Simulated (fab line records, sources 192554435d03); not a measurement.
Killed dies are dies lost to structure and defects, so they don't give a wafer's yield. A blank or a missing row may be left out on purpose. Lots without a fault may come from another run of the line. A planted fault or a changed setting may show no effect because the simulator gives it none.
fab line records | flow n5_finfet
record lots=24 wafers=72 last_day=18
route steps=1938 shown BEOL_M5@1170 BEOL_M6@1197
lots that met no fault: from a run of the same line without faults
start_h: hours from the record's first day to the start of the lot's first wafer shown | wait_h: hours since the lot's step before | " the same as in the row above | L1.1+2: a row that stands for several wafers | - no value, or no start given | * or withheld: withheld | < > ~ a bound
route shown NAME@n: a module of which the file shows steps, and the number in the route of the first | usual: mean/standard deviation of fault-free wafers | same: alike in all rows | chamber/n: place in a boat | sites: the reading at each site | _std_site: their standard deviation | _edge_site: outer sites' mean less inner sites' | radius_mm: how far each site lies from the wafer's centre | mask NAME#n: copy n | behind: the tool/chamber that last shaped the wafer | hold: why the lot was held/for how many hours/how that ended | device: the transistor (n, p or np) that didn't switch | end of line: the same wafers' tests at the end of the route | a step without rows: its recipe alone | killed: dies lost to structure and defects at the first sort, not the wafer's yield | map: a wafer's dies, x killed, . not, _ none there
set.NAME: the setting as run; set.NAME@STEP: as run at that earlier step | model.NAME: the simulator's own value behind a step, which no gauge read
steps of the route over a sample of lots; a table a step, a row a wafer
services: from which hour (start_h, from the record's first day; less than 0 if before it) a tool's chamber was out of use, for how many hours, and why
## steps
# step N5_BEOL_M5_DEGAS_44
# recipe ambient=vacuum temp_c=250 time_s=60
# usual heater_power_w=340/35
# columns lot.wafer tool chamber start_h wait_h heater_power_w
L075.2 pvd_sputter-03 - 182.56 0.8 347
L075.4 " - " " 339
L075.5 " - " " 340
L074.2 pvd_sputter-02 - 189.82 1.9 330
L074.3 " - " " 417
L074.6 " - " " 361
L076.1 pvd_sputter-02 - 189.90 1.7 322
L076.4 " - " " 411
L076.5 " - " " 316
L077.3 pvd_sputter-01 - 199.95 1.4 321
L077.5 " - " " 328
L077.6 " - " " 363
L079.2 pvd_sputter-03 - 216.78 0.3 344
L079.3 " - " " 344
L079.6 " - " " 357
L078.1 pvd_sputter-03 - 222.07 0.3 351
L078.2 " - " " 281
L078.5 " - " " 333
L082.3 pvd_sputter-02 - 222.52 0.4 330
L082.5 " - " " 416
L082.6 " - " " 327
L080.2 pvd_sputter-02 - 222.60 0.2 314
L080.3 " - " " 322
L080.5 " - " " 419
L081.1 pvd_sputter-02 - 229.73 0.4 319
L081.3 " - " " 414
L081.6 " - " " 325
L083.1 pvd_sputter-01 - 229.91 0.3 315
L083.2 " - " " 332
L083.6 " - " " 314
L084.1 pvd_sputter-03 - 232.23 1.6 276
L084.4 " - " " 358
L084.5 " - " " 357
L085.1 pvd_sputter-03 - 242.05 2.0 353
L085.3 " - " " 277
L085.6 " - " " 278
L086.3 pvd_sputter-01 - 252.51 0.5 317
L086.4 " - " " 318
L086.5 " - " " 323
L087.2 pvd_sputter-02 - 258.55 0.7 325
L087.3 " - " " 327
L087.5 " - " " 358
L088.3 pvd_sputter-01 - 265.13 0.5 358
L088.5 " - " " 319
L088.6 " - " " 322
L089.1 pvd_sputter-02 - 268.41 0.5 315
L089.2 " - " " 359
L089.3 " - " " 413
L090.2 pvd_sputter-03 - 275.68 0.2 353
L090.3 " - " " 337
L090.4 " - " " 343
L091.1 pvd_sputter-01 - 278.55 0.5 317
L091.2 " - " " 313
L091.4 " - " " 316
L092.1 pvd_sputter-02 - 284.72 0.3 326
L092.2 " - " " 362
L092.3 " - " " 419
L095.2 pvd_sputter-03 - 301.02 0.4 356
L095.3 " - " " 333
L095.6 " - " " 357
L093.1 pvd_sputter-02 - 302.55 0.3 355
L093.3 " - " " 328
L093.5 " - " " 411
L094.1 pvd_sputter-03 - 311.54 1.0 277
L094.4 " - " " 348
L094.5 " - " " 276
L096.1 pvd_sputter-03 - 315.59 0.4 351
L096.3 " - " " 345
L096.4 " - " " 274
L097.3 pvd_sputter-02 - 318.76 1.1 415
L097.5 " - " " 360
L097.6 " - " " 324
# step N5_BEOL_M5_SPUTTER_48
# recipe material=Cu target_thk_a=150 temp_c=-20 chamber_pressure_pa=0.07 power_w=withheld time_s=27.62
# usual throttle_valve_pct=29.4/1.2
# columns lot.wafer tool chamber start_h wait_h throttle_valve_pct
L075.2 pvd_sputter-01 - 183.26 0.2 29.6
L075.4 " - " " 29.8
L075.5 " - " " 30.4
L074.2 pvd_sputter-01 - 190.44 0.1 27.2
L074.3 " - " " 29.5
L074.6 " - " " 30.3
L076.1 pvd_sputter-02 - 190.54 0.1 30.2
L076.4 " - " " 31.1
L076.5 " - " " 30.9
L077.3 pvd_sputter-01 - 200.63 0.2 29.7
L077.5 " - " " 29.5
L077.6 " - " " 27.3
L079.2 pvd_sputter-01 - 217.38 0.1 27.3
L079.3 " - " " 29.9
L079.6 " - " " 29.5
L078.1 pvd_sputter-03 - 222.71 0.1 30.2
L078.2 " - " " 29.1
L078.5 " - " " 29.7
L082.3 pvd_sputter-01 - 223.51 0.1 30.5
L082.5 " - " " 27.2
L082.6 " - " " 29.6
L080.2 pvd_sputter-02 - 225.30 1.7 30.8
L080.3 " - " " 28.2
L080.5 " - " " 31.0
L081.1 pvd_sputter-01 - 230.36 0.1 27.2
L081.3 " - " " 29.8
L081.6 " - " " 29.7
L083.1 pvd_sputter-02 - 231.68 1.1 29.7
L083.2 " - " " 30.4
L083.6 " - " " 31.1
L084.1 pvd_sputter-03 - 232.79 0.1 29.4
L084.4 " - " " 27.4
L084.5 " - " " 27.4
L085.1 pvd_sputter-02 - 242.65 0.1 29.5
L085.3 " - " " 31.0
L085.6 " - " " 29.6
L086.3 pvd_sputter-02 - 253.06 0.1 30.5
L086.4 " - " " 27.9
L086.5 " - " " 30.3
L087.2 pvd_sputter-01 - 260.17 0.2 27.2
L087.3 " - " " 30.1
L087.5 " - " " 27.2
L088.3 pvd_sputter-03 - 266.16 0.3 30.4
L088.5 " - " " 29.4
L088.6 " - " " 27.6
L089.1 pvd_sputter-03 - 270.59 1.5 29.9
L089.2 " - " " 27.4
L089.3 " - " " 28.9
L090.2 pvd_sputter-02 - 276.81 0.2 28.1
L090.3 " - " " 30.8
L090.4 " - " " 29.9
L091.1 pvd_sputter-03 - 279.20 0.2 27.3
L091.2 " - " " 30.4
L091.4 " - " " 29.4
L092.1 pvd_sputter-01 - 285.38 0.1 29.9
L092.2 " - " " 30.2
L092.3 " - " " 27.4
L095.2 pvd_sputter-01 - 301.75 0.1 30.3
L095.3 " - " " 27.3
L095.6 " - " " 29.4
L093.1 pvd_sputter-02 - 304.79 0.1 29.7
L093.3 " - " " 28.1
L093.5 " - " " 30.2
L094.1 pvd_sputter-02 - 312.16 0.1 30.0
L094.4 " - " " 27.7
L094.5 " - " " 30.4
L096.1 pvd_sputter-01 - 316.28 0.1 29.7
L096.3 " - " " 27.4
L096.4 " - " " 30.0
L097.3 pvd_sputter-02 - 319.44 0.1 30.7
L097.5 " - " " 28.1
L097.6 " - " " 30.2
# step N5_BEOL_M5_SPUTTER_81
# recipe material=Cu target_thk_a=150 temp_c=-20 chamber_pressure_pa=0.07 power_w=withheld time_s=27.62
# usual throttle_valve_pct=29.4/1.2
# columns lot.wafer tool chamber start_h wait_h throttle_valve_pct
L075.2 pvd_sputter-01 - 184.34 0.5 29.6
L075.4 " - " " 29.8
L075.5 " - " " 30.2
L074.2 pvd_sputter-01 - 191.53 0.5 27.7
L074.3 " - " " 29.5
L074.6 " - " " 30.3
L076.1 pvd_sputter-02 - 191.63 0.5 30.4
L076.4 " - " " 31.0
L076.5 " - " " 30.6
L077.3 pvd_sputter-01 - 201.72 0.5 29.2
L077.5 " - " " 29.6
L077.6 " - " " 27.2
L079.2 pvd_sputter-01 - 218.47 0.5 27.2
L079.3 " - " " 30.1
L079.6 " - " " 29.6
L078.1 pvd_sputter-03 - 223.80 0.5 30.5
L078.2 " - " " 29.2
L078.5 " - " " 29.7
L082.3 pvd_sputter-01 - 224.60 0.5 30.6
L082.5 " - " " 27.0
L082.6 " - " " 29.5
L080.2 pvd_sputter-02 - 226.39 0.5 31.1
L080.3 " - " " 27.9
L080.5 " - " " 30.9
L081.1 pvd_sputter-01 - 231.45 0.5 27.3
L081.3 " - " " 29.7
L081.6 " - " " 29.8
L083.1 pvd_sputter-02 - 232.77 0.5 30.0
L083.2 " - " " 30.2
L083.6 " - " " 31.0
L084.1 pvd_sputter-03 - 233.88 0.5 29.1
L084.4 " - " " 27.4
L084.5 " - " " 27.4
L085.1 pvd_sputter-02 - 243.73 0.5 29.7
L085.3 " - " " 31.0
L085.6 " - " " 29.7
L086.3 pvd_sputter-02 - 254.15 0.5 30.5
L086.4 " - " " 28.4
L086.5 " - " " 30.7
L087.2 pvd_sputter-01 - 261.25 0.5 27.1
L087.3 " - " " 30.3
L087.5 " - " " 27.4
L088.3 pvd_sputter-03 - 267.25 0.5 30.4
L088.5 " - " " 29.7
L088.6 " - " " 27.4
L089.1 pvd_sputter-03 - 271.68 0.5 29.6
L089.2 " - " " 27.6
L089.3 " - " " 29.0
L090.2 pvd_sputter-02 - 277.90 0.5 28.1
L090.3 " - " " 30.9
L090.4 " - " " 29.8
L091.1 pvd_sputter-03 - 280.29 0.5 27.1
L091.2 " - " " 30.0
L091.4 " - " " 29.8
L092.1 pvd_sputter-01 - 286.46 0.5 29.8
L092.2 " - " " 30.6
L092.3 " - " " 27.0
L095.2 pvd_sputter-01 - 302.84 0.5 30.3
L095.3 " - " " 27.4
L095.6 " - " " 29.6
L093.1 pvd_sputter-02 - 305.88 0.5 29.6
L093.3 " - " " 28.2
L093.5 " - " " 30.2
L094.1 pvd_sputter-02 - 313.25 0.5 29.9
L094.4 " - " " 28.0
L094.5 " - " " 30.2
L096.1 pvd_sputter-01 - 317.36 0.5 29.6
L096.3 " - " " 27.3
L096.4 " - " " 30.1
L097.3 pvd_sputter-02 - 320.53 0.5 31.1
L097.5 " - " " 28.2
L097.6 " - " " 30.1
# step N5_BEOL_M5_CMP_52
# recipe stop_on=SiCOH_lowk t_overpolish_s=6.9 down_force_psi=1 platen_rpm=50 clearing_platen_down_force_psi=1.5 clearing_platen_rpm=50 post_cmp_clean=cu_alkaline target_thk_nm=62 clearing_platen_pad_velocity_m_s=0.99484 pad_velocity_m_s=0.99484
# usual barrier_field_endpoint_s=24.4/0.53 clearing_platen_down_force_psi=1.500/0.0033 edge_zone_pressure_frac=0.999/0.005 head_pressure_psi=1.0001/0.0022 motor_current_A=6.2/0.53 overpolish_run_s=6.901/0.0084 time_to_endpoint_s=61.5/2.7
# columns lot.wafer tool chamber start_h wait_h barrier_field_endpoint_s clearing_platen_down_force_psi edge_zone_pressure_frac head_pressure_psi motor_current_A overpolish_run_s time_to_endpoint_s
L075.2 cmp-01 1 188.14 0.2 23.8 1.499 0.992 1.0017 6.0 6.889 62.4
L075.4 " 2 " " 23.5 1.499 0.997 1.0010 6.8 6.904 60.8
L075.5 " 0 " " 24.2 1.498 0.999 1.0008 6.7 6.904 62.2
L076.1 cmp-04 2 195.47 0.3 23.6 1.495 1.003 0.9996 6.0 6.882 58.6
L076.4 " 3 " " 24.2 1.500 0.995 1.0011 5.6 6.901 61.9
L076.5 " 1 " " 23.9 1.499 0.987 1.0009 6.1 6.901 63.2
L074.3 cmp-01 3 195.60 0.3 23.7 1.502 1.001 1.0000 5.4 6.889 59.1
L074.2 " 0 " " 24.9 1.503 1.000 1.0016 6.8 6.902 65.0
L074.6 " 3 " " 24.4 1.497 1.003 0.9962 5.8 6.908 60.7
L077.3 cmp-04 1 205.64 0.3 24.2 1.502 1.008 1.0009 5.6 6.894 59.4
L077.6 " 3 " " 24.0 1.495 1.003 1.0040 6.1 6.896 58.5
L077.5 " 0 " " 24.6 1.498 1.007 0.9976 6.6 6.903 58.6
L079.2 cmp-02 2 222.76 0.4 24.3 1.498 1.001 0.9969 7.0 6.920 62.4
L079.3 " 3 " " 23.7 1.500 0.997 0.9962 5.1 6.894 58.9
L079.6 " 0 " " 25.1 1.500 0.988 0.9972 6.5 6.896 66.9
L078.1 cmp-01 1 227.60 0.3 24.0 1.502 0.998 0.9977 5.8 6.892 60.2
L078.2 " 3 " " 23.7 1.505 0.995 1.0029 5.8 6.895 59.6
L078.5 " 0 " " 24.3 1.501 1.003 0.9993 6.2 6.909 65.7
L082.3 cmp-02 3 229.20 0.2 23.2 1.503 1.004 0.9991 4.9 6.909 55.6
L082.6 " 2 " " 23.8 1.500 0.997 1.0020 7.1 6.905 58.3
L082.5 " 3 " " 23.8 1.502 0.998 0.9972 4.8 6.902 55.2
L080.2 cmp-04 0 230.42 0.2 23.2 1.502 0.993 0.9999 6.3 6.920 56.2
L080.3 " 1 " " 24.2 1.503 0.995 0.9987 5.9 6.906 58.9
L080.5 " 0 " " 24.2 1.502 0.993 1.0010 6.1 6.912 57.6
L081.1 cmp-01 3 235.21 0.3 24.1 1.497 0.999 1.0023 5.7 6.900 61.2
L081.3 " 0 " " 24.4 1.497 0.998 1.0039 6.6 6.894 64.0
L081.6 " 0 " " 24.4 1.500 0.991 1.0026 6.2 6.910 61.1
L083.2 cmp-04 1 236.57 0.3 24.8 1.502 0.996 0.9996 5.8 6.891 66.5
L083.1 " 2 " " 24.1 1.503 1.000 0.9969 6.1 6.904 59.3
L083.6 " 0 " " 24.1 1.502 1.003 0.9999 6.4 6.899 62.4
L084.1 cmp-02 3 238.69 0.3 23.9 1.498 1.003 1.0017 5.1 6.899 57.9
L084.4 " 0 " " 25.2 1.498 1.006 1.0025 6.3 6.904 64.4
L084.5 " 0 " " 25.0 1.495 1.013 1.0025 6.4 6.896 64.0
L085.1 cmp-04 2 247.64 0.3 23.9 1.502 1.000 0.9980 6.0 6.904 59.7
L085.3 " 0 " " 23.9 1.501 0.997 1.0016 6.3 6.913 59.8
L085.6 " 1 " " 24.3 1.505 1.008 0.9988 5.7 6.905 61.9
L086.3 cmp-01 1 259.74 1.5 24.4 1.499 0.992 0.9969 6.1 6.880 61.5
L086.4 " 0 " " 24.5 1.505 1.007 0.9998 6.9 6.897 64.0
L086.5 " 2 " " 24.5 1.501 0.993 0.9974 6.1 6.904 63.3
L087.3 cmp-02 3 265.09 0.2 23.2 1.503 0.995 0.9997 5.0 6.902 55.5
L087.2 " 0 " " 23.7 1.499 0.997 1.0037 6.4 6.900 64.3
L087.5 " 2 " " 24.1 1.504 0.993 1.0006 6.8 6.893 61.8
L088.3 cmp-01 2 271.13 0.2 24.3 1.501 1.001 0.9969 6.4 6.891 64.5
L088.5 " 1 " " 24.2 1.505 0.996 1.0005 6.1 6.897 59.5
L088.6 " 2 " " 24.5 1.503 1.000 0.9992 6.7 6.896 59.6
L089.2 cmp-02 1 275.44 0.2 24.5 1.502 1.000 0.9990 6.9 6.891 63.2
L089.3 " 2 " " 24.3 1.500 0.993 1.0026 6.8 6.900 56.3
L089.1 " 3 " " 23.6 1.505 0.998 1.0053 4.9 6.884 55.2
L090.2 cmp-04 3 281.66 0.2 24.1 1.501 1.002 1.0013 5.8 6.904 61.6
L090.4 " 0 " " 25.0 1.503 1.000 0.9977 6.1 6.889 60.2
L090.3 " 2 " " 24.5 1.499 1.002 1.0022 6.0 6.919 60.3
L091.4 cmp-04 0 284.23 0.1 25.2 1.502 0.997 1.0004 6.4 6.904 59.7
L091.2 " 1 " " 24.9 1.494 0.997 0.9983 5.6 6.889 60.9
L091.1 " 3 " " 24.7 1.503 1.011 1.0011 6.0 6.911 60.1
L092.1 cmp-01 1 290.26 0.3 24.9 1.500 0.989 1.0008 6.3 6.894 63.2
L092.3 " 2 " " 24.8 1.491 1.009 1.0057 6.2 6.894 67.7
L092.2 " 3 " " 24.6 1.497 1.005 1.0045 5.5 6.902 63.1
L095.2 cmp-01 3 306.60 0.2 23.7 1.502 0.996 1.0029 5.7 6.906 59.5
L095.3 " 0 " " 25.3 1.506 1.000 0.9974 6.4 6.908 66.6
L095.6 " 0 " " 25.7 1.505 1.004 0.9975 6.8 6.900 67.6
L093.1 cmp-01 1 309.68 0.3 25.4 1.500 1.001 0.9998 5.9 6.897 61.5
L093.3 " 2 " " 24.8 1.500 1.003 0.9984 6.7 6.894 60.8
L093.5 " 0 " " 25.2 1.498 0.995 1.0017 6.8 6.912 63.2
L094.4 cmp-01 3 317.01 0.1 24.4 1.500 1.001 0.9983 5.6 6.905 62.9
L094.1 " 1 " " 24.5 1.501 0.995 1.0033 6.3 6.886 65.2
L094.5 " 3 " " 24.1 1.500 0.997 1.0002 5.6 6.899 62.5
L096.1 cmp-01 3 321.20 0.3 24.4 1.501 1.002 1.0000 5.7 6.898 62.0
L096.4 " 1 " " 23.9 1.498 0.994 1.0000 5.9 6.898 61.7
L096.3 " 2 " " 24.4 1.497 0.995 1.0029 6.2 6.899 61.7
L097.3 cmp-04 2 324.40 0.3 23.6 1.498 1.002 1.0000 5.9 6.893 61.9
L097.6 " 3 " " 24.1 1.502 0.999 0.9959 5.9 6.903 59.3
L097.5 " 0 " " 23.5 1.500 1.003 0.9989 6.0 6.904 59.4
# step N5_BEOL_M5_DEP_56
# recipe material=SiCN target_thk_a=80 temp_c=withheld precursor=3MS/NH3 pressure_torr=3 rf_w=202 time_s=14
# usual showerhead_plenum_p_Torr=3.666/0.013 throttle_valve_pct=8.89/0.28
# columns lot.wafer tool chamber start_h wait_h showerhead_plenum_p_Torr throttle_valve_pct
L075.2 pecvd-01 1 188.61 0.0 3.684 9.13
L075.4 " 1 " " 3.669 9.01
L075.5 " 1 " " 3.674 8.56
L076.1 pecvd-03 1 195.88 0.0 3.676 8.90
L076.4 " 2 " " 3.664 8.53
L076.5 " 0 " " 3.691 9.31
L074.2 pecvd-04 2 196.05 0.0 3.643 9.17
L074.3 " 1 " " 3.681 8.49
L074.6 " 2 " " 3.652 8.85
L077.3 pecvd-04 1 206.08 0.0 3.670 8.61
L077.5 " 1 " " 3.667 8.88
L077.6 " 0 " " 3.667 8.93
L079.2 pecvd-04 1 223.18 0.0 3.680 8.33
L079.3 " 0 " " 3.681 9.03
L079.6 " 1 " " 3.680 8.38
L078.1 pecvd-01 2 228.05 0.0 3.650 8.74
L078.2 " 1 " " 3.689 8.62
L078.5 " 1 " " 3.674 9.05
L082.3 pecvd-01 0 229.66 0.0 3.666 9.43
L082.5 " 2 " " 3.653 8.99
L082.6 " 1 " " 3.689 8.87
L080.2 pecvd-01 2 230.91 0.0 3.650 9.02
L080.3 " 0 " " 3.660 9.53
L080.5 " 0 " " 3.668 9.48
L081.1 pecvd-01 1 235.71 0.0 3.672 9.11
L081.3 " 1 " " 3.669 9.00
L081.6 " 0 " " 3.673 9.00
L083.1 pecvd-04 0 237.11 0.0 3.668 9.08
L083.2 " 1 " " 3.664 8.42
L083.6 " 0 " " 3.673 8.83
L084.1 pecvd-01 2 239.18 0.0 3.649 8.93
L084.4 " 1 " " 3.680 8.83
L084.5 " 2 " " 3.655 8.66
L085.1 pecvd-03 0 248.09 0.0 3.675 9.33
L085.3 " 2 " " 3.658 8.59
L085.6 " 0 " " 3.691 9.21
L086.3 pecvd-01 2 260.48 0.0 3.656 8.73
L086.4 " 1 " " 3.667 9.09
L086.5 " 2 " " 3.657 8.91
L087.2 pecvd-04 0 265.62 0.0 3.672 9.06
L087.3 " 2 " " 3.641 8.79
L087.5 " 0 " " 3.671 8.95
L088.3 pecvd-04 1 271.64 0.0 3.669 8.45
L088.5 " 0 " " 3.661 9.06
L088.6 " 2 " " 3.634 8.64
L089.1 pecvd-04 0 275.97 0.0 3.682 9.13
L089.2 " 2 " " 3.646 8.49
L089.3 " 0 " " 3.674 8.84
L090.2 pecvd-01 0 282.14 0.0 3.675 9.41
L090.3 " 1 " " 3.661 8.80
L090.4 " 1 " " 3.680 8.74
L091.1 pecvd-03 0 284.73 0.0 3.683 9.22
L091.2 " 2 " " 3.659 8.73
L091.4 " 2 " " 3.658 8.60
L092.1 pecvd-03 0 290.78 0.0 3.688 9.43
L092.2 " 1 " " 3.665 8.71
L092.3 " 2 " " 3.661 8.61
L095.2 pecvd-03 2 307.09 0.0 3.654 8.61
L095.3 " 0 " " 3.686 9.12
L095.6 " 2 " " 3.651 8.66
L093.1 pecvd-01 2 310.13 0.0 3.652 8.83
L093.3 " 1 " " 3.679 8.86
L093.5 " 1 " " 3.674 8.53
L094.1 pecvd-04 2 317.50 0.0 3.650 8.28
L094.4 " 2 " " 3.640 8.27
L094.5 " 1 " " 3.677 8.60
L096.1 pecvd-01 0 321.70 0.0 3.664 9.12
L096.3 " 2 " " 3.658 9.24
L096.4 " 2 " " 3.646 8.67
L097.3 pecvd-01 0 324.77 0.0 3.667 9.19
L097.5 " 1 " " 3.680 8.86
L097.6 " 2 " " 3.648 9.03
# step N5_BEOL_M6_PECVD_70
# recipe material=SiO2 target_thk_a=200 temp_c=400 precursor=TEOS/O2 pressure_torr=5.5 rf_w=450 teos_flow_sccm=53.8 gas=O2 flow_sccm=3000 time_s=22.7
# usual heater_power_w=702/100 showerhead_plenum_p_Torr=8.82/0.07 throttle_valve_pct=22.2/0.79
# columns lot.wafer tool chamber start_h wait_h heater_power_w showerhead_plenum_p_Torr throttle_valve_pct
L075.2 pecvd-02 2 189.37 0.0 650 8.88 20.9
L075.4 " 0 " " 642 8.86 23.4
L075.5 " 1 " " 669 8.93 22.8
L076.1 pecvd-03 1 196.62 0.0 852 8.75 21.8
L076.4 " 0 " " 648 8.88 22.9
L076.5 " 2 " " 601 8.73 21.1
L074.2 pecvd-03 2 196.81 0.0 679 8.72 21.3
L074.3 " 0 " " 663 8.87 23.1
L074.6 " 2 " " 676 8.72 21.2
L077.3 pecvd-02 0 206.83 0.0 656 8.84 23.7
L077.5 " 1 " " 678 8.90 22.8
L077.6 " 0 " " 669 8.86 23.5
L079.2 pecvd-03 0 223.94 0.0 604 8.87 22.9
L079.3 " 2 " " 581 8.73 21.3
L079.6 " 2 " " 561 8.72 21.2
L078.1 pecvd-02 0 228.80 0.0 679 8.87 23.7
L078.2 " 2 " " 649 8.93 20.9
L078.5 " 0 " " 668 8.85 23.5
L082.3 pecvd-02 2 230.40 0.0 747 8.91 21.3
L082.5 " 0 " " 659 8.86 23.8
L082.6 " 2 " " 733 8.88 20.9
L080.2 pecvd-02 0 231.65 0.0 690 8.86 23.7
L080.3 " 2 " " 749 8.91 21.1
L080.5 " 2 " " 741 8.91 21.1
L081.1 pecvd-03 0 236.47 0.0 668 8.86 22.8
L081.3 " 2 " " 699 8.76 21.5
L081.6 " 0 " " 674 8.87 23.1
L083.1 pecvd-02 0 238.35 0.0 634 8.85 23.4
L083.2 " 2 " " 680 8.89 21.0
L083.6 " 1 " " 615 8.92 22.8
L084.1 pecvd-03 0 239.95 0.0 641 8.88 23.0
L084.4 " 0 " " 616 8.90 22.9
L084.5 " 1 " " 878 8.78 21.8
L085.1 pecvd-01 2 248.83 0.0 668 8.70 21.8
L085.3 " 1 " " 865 8.87 22.0
L085.6 " 0 " " 610 8.76 22.9
L086.3 pecvd-03 2 261.24 0.0 594 8.74 21.4
L086.4 " 0 " " 543 8.89 23.1
L086.5 " 1 " " 921 8.78 21.8
L087.2 pecvd-01 2 266.85 0.0 637 8.69 22.1
L087.3 " 1 " " 861 8.83 21.9
L087.5 " 2 " " 621 8.69 21.9
L088.3 pecvd-03 2 272.86 0.0 692 8.74 21.6
L088.5 " 1 " " 886 8.79 21.6
L088.6 " 0 " " 661 8.89 22.9
L089.1 pecvd-01 2 277.21 0.0 709 8.71 22.0
L089.2 " 0 " " 650 8.79 23.1
L089.3 " 1 " " 867 8.85 21.8
L090.2 pecvd-03 1 282.89 0.0 819 8.79 22.1
L090.3 " 0 " " 570 8.88 23.0
L090.4 " 0 " " 587 8.89 23.0
L091.1 pecvd-03 2 285.54 0.0 605 8.73 21.4
L091.2 " 0 " " 556 8.87 22.9
L091.4 " 1 " " 864 8.76 21.9
L092.1 pecvd-02 0 291.52 0.0 667 8.87 23.9
L092.2 " 1 " " 694 8.91 22.8
L092.3 " 2 " " 654 8.90 21.3
L095.2 pecvd-03 0 308.31 0.0 624 8.89 23.0
L095.3 " 1 " " 873 8.79 21.8
L095.6 " 1 " " 899 8.77 21.8
L093.1 pecvd-01 0 311.15 0.0 673 8.77 22.8
L093.3 " 1 " " 790 8.86 22.2
L093.5 " 0 " " 655 8.76 22.7
L094.1 pecvd-03 0 320.08 0.0 636 8.87 23.1
L094.4 " 2 " " 693 8.74 21.5
L094.5 " 0 " " 619 8.87 23.0
L096.1 pecvd-03 0 322.45 0.0 564 8.84 22.9
L096.3 " 1 " " 842 8.77 22.1
L096.4 " 2 " " 661 8.77 21.5
L097.3 pecvd-03 2 325.63 0.0 574 8.74 21.5
L097.5 " 2 " " 589 8.71 21.3
L097.6 " 0 " " 543 8.87 23.0
## services
# columns tool chamber start_h hours kind
pvd_sputter-03 - 160.23 10.0 repair
pecvd-03 2 169.89 2.1 scheduled_down
cmp-04 - 182.97 5.8 pm
pecvd-01 0 186.10 5.5 scheduled_down
cmp-02 - 187.17 3.8 repair
pecvd-04 2 189.26 3.8 repair
pecvd-01 - 200.46 0.3 repair
pecvd-03 - 201.67 6.0 pm
pecvd-04 2 202.38 - clean
cmp-02 - 213.67 5.1 repair
cmp-04 - 218.96 4.0 pm
cmp-04 - 226.06 0.5 repair
cmp-01 - 231.43 2.0 repair
pecvd-01 2 232.52 6.1 repair
pvd_sputter-02 - 239.55 2.6 repair
cmp-01 - 245.83 6.2 pm
pecvd-01 - 261.97 1.2 repair
pecvd-04 1 274.60 19.2 repair
cmp-01 - 279.23 5.3 pm
pecvd-03 1 283.41 2.1 scheduled_down
pvd_sputter-01 - 306.96 5.3 repair
pecvd-04 - 312.91 0.8 repair
cmp-01 - 315.34 1.4 repair
pecvd-01 0 319.29 2.1 scheduled_down
## key
fault none
